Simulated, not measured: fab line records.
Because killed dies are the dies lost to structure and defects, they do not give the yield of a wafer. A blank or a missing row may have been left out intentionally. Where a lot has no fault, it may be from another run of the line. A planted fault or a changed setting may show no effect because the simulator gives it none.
Matching of chambers + flow n5_finfet + rie_diel-06 running N5_BEOL_M2_VIA_ETCH_34: 4 sister chambers
The step etches the open film in C4F6/O2, target depth 69.4 nm, time 65.9 s. 14 wafers are shown with their chamber, then 7 later ones without.

WAFERS WITH THEIR CHAMBER
| wafer  | chamber | drypump_motor_current_A (A) | throttle_valve_pct (%) | showerhead_plenum_p_Torr (Torr) |
|--------|---------|-----------------------------|------------------------|---------------------------------|
| L074.1 | 1       | 5.8                         | 31.2                   | 2.77                            |
| L074.4 | 3       | 5.4                         | 30.7                   | 2.88                            |
| L074.5 | 1       | 5.8                         | 31.1                   | 2.77                            |
| L075.3 | 0       | 5.7                         | 30.8                   | 2.85                            |
| L075.5 | 2       | 6.9                         | 31.2                   | 2.85                            |
| L075.6 | 0       | 5.8                         | 30.8                   | 2.85                            |
| L079.2 | 3       | 5.4                         | 30.7                   | 2.87                            |
| L079.4 | 2       | 6.8                         | 31.3                   | 2.84                            |
| L079.6 | 2       | 6.8                         | 31.3                   | 2.84                            |
| L080.1 | 1       | 5.7                         | 31.2                   | 2.76                            |
| L080.2 | 3       | 5.4                         | 30.7                   | 2.87                            |
| L080.5 | 3       | 5.4                         | 30.7                   | 2.87                            |
| L086.1 | 0       | 5.8                         | 30.8                   | 2.84                            |
| L086.3 | 3       | 5.4                         | 30.7                   | 2.87                            |

SIGNATURES (means of the wafers above)
| reading                  | chamber 0 | chamber 1 | chamber 2 | chamber 3 | scatter within a chamber |
|--------------------------|-----------|-----------|-----------|-----------|--------------------------|
| drypump_motor_current_A  | 5.767     | 5.767     | 6.833     | 5.400     | 0.0447                   |
| throttle_valve_pct       | 30.800    | 31.167    | 31.267    | 30.700    | 0.0365                   |
| showerhead_plenum_p_Torr | 2.8467    | 2.7667    | 2.8433    | 2.8720    | 0.00529                  |
Rule: a wafer's distance from a chamber is the root of the sum, over the readings, of the square of ((its reading less the chamber's mean) divided by the reading's scatter). The wafer belongs to the nearest chamber; if the next one is less than 2 further off, it can't be placed. How the scatter is found: for the shown wafers, subtract from each reading the mean of its chamber, square and add these, divide the total by (wafers less chambers), then take the root.

WAFERS WITH NO CHAMBER GIVEN
| wafer  | drypump_motor_current_A (A) | throttle_valve_pct (%) | showerhead_plenum_p_Torr (Torr) |
|--------|-----------------------------|------------------------|---------------------------------|
| L086.4 | 6.8                         | 31.3                   | 2.84                            |
| L088.1 | 5.7                         | 31.2                   | 2.75                            |
| L088.2 | 6.8                         | 31.3                   | 2.83                            |
| L088.3 | 5.4                         | 30.7                   | 2.87                            |
| L095.3 | 5.8                         | 30.8                   | 2.84                            |
| L095.5 | 5.4                         | 30.7                   | 2.86                            |
| L095.6 | 5.8                         | 30.8                   | 2.84                            |

WHICH CHAMBER EACH WENT THROUGH
| wafer  | from the rows above | in truth |
|--------|---------------------|----------|
| L086.4 | 2                   | 2        |
| L088.1 | 1                   | 1        |
| L088.2 | 2                   | 2        |
| L088.3 | 3                   | 3        |
| L095.3 | 0                   | 0        |
| L095.5 | 3                   | 3        |
| L095.6 | 0                   | 0        |
Correctly placed: 7 of 7. Can't be placed from these rows: 0. Placed wrongly: 0.
